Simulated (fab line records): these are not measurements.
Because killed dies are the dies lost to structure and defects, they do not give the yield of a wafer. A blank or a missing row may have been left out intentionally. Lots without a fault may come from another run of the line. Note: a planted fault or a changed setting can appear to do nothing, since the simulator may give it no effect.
One fault through the eyes of 3 desks    flow n5Finfet    only its own numbers are on each desk; what lay behind them is given at the end

== THE TOOL OWNER'S DESK: rieDiel-01 ==
The tool's own readings at N5_MIM_BOT_ETCH_ETCH_04 (etches SiNx in CF4/O2, target depth 26 nm, time 13 s): means of the sampled wafers that have a number, for each lot that ran on this tool. A lot is out of limits, marked OUT, if its mean lies more than 4 standard deviations from the usual mean; the brackets give that distance.
Columns: A = drypumpMotorCurrentA at N5_MIM_BOT_ETCH_ETCH_04, usual 6.0 A; B = oesProductAu at N5_MIM_BOT_ETCH_ETCH_04, usual 0.78 a.u.; C = rfFwdPowerW at N5_MIM_BOT_ETCH_ETCH_04, usual 531.8 W; D = rfVppV at N5_MIM_BOT_ETCH_ETCH_04, usual 240 V; E = showerheadPlenumPTorr at N5_MIM_BOT_ETCH_ETCH_04, usual 2.19 Torr; F = throttleValvePct at N5_MIM_BOT_ETCH_ETCH_04, usual 16.07 %
lot   first seen here  A    B     C                D    E     F
L253  day 12 15:16     6.1  0.84  532.7            244  2.20  16.06
L265  day 15 22:08     6.2  0.83  575.9 (+26) OUT  233  2.18  16.05
L264  day 15 22:16     6.3  0.83  574.0 (+25) OUT  233  2.18  16.05
This desk's finding: out of limits on L264, L265; first on L265, day 15 22:08 (rfFwdPowerW at N5_MIM_BOT_ETCH_ETCH_04). L253: within limits.

== THE DEFECT DESK ==
Lot by lot, what the route's inspections counted, given as the mean of those sampled wafers with a number. A lot is out of limits, marked OUT, if its mean lies more than 4 standard deviations from the usual mean; the brackets give that distance.
Columns: A = rawDefectCount at N5_MIM_BOT_LITHO_INSPECT_12, usual 2.1
lot   first seen here  A
L254  day 12 12:42     2.7
L253  day 12 15:10     1.7
L255  day 13 05:03     2.7
L265  day 15 22:02     3.0
L264  day 15 22:09     3.3
L267  day 16 06:53     1.3
This desk found nothing out of limits on any of the 6 lots.

== METROLOGY DESK ==
Means of the sampled wafers that have a number, per lot and without regard to the tool the lot ran on: this is what the gauges read. A lot is out of limits, marked OUT, if its mean lies more than 4 standard deviations from the usual mean; the brackets give that distance.
Columns: A = cdNm at N5_MIM_BOT_LITHO_CD_MEAS_08, usual 2999.4 nm; B = MIM_BOT_OVL at N5_MIM_BOT_LITHO_OVL_MEAS_11, usual 3 nm
lot   first seen here  A       B
L254  day 12 12:39     2997.6  6
L253  day 12 15:06     2999.5  2
L255  day 13 05:00     2999.7  3
L265  day 15 21:59     3000.7  5
L264  day 15 22:06     3001.4  3
L267  day 16 06:49     3000.6  5
This desk found nothing out of limits on any of the 6 lots.

== TAKEN TOGETHER ==
At day 15 22:08, on L264, L265, the tool owner's desk was in a position to raise an alarm.
No out-of-limits result turned up at the defect desk.
The metrology desk saw nothing out of limits.
The defect desk has L264, L265 on record, within its limits.
The metrology desk holds a record of L264, L265, inside its limits.
Every lot named ran N5_MIM_BOT_ETCH_ETCH_04 on rieDiel-01.

== WHAT THE SIMULATOR HAD PUT IN ==
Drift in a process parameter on rieDiel-01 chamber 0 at N5_MIM_BOT_ETCH_ETCH_04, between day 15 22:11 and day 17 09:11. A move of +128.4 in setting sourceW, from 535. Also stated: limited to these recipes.
Struck lots among those shown: L264, L265.
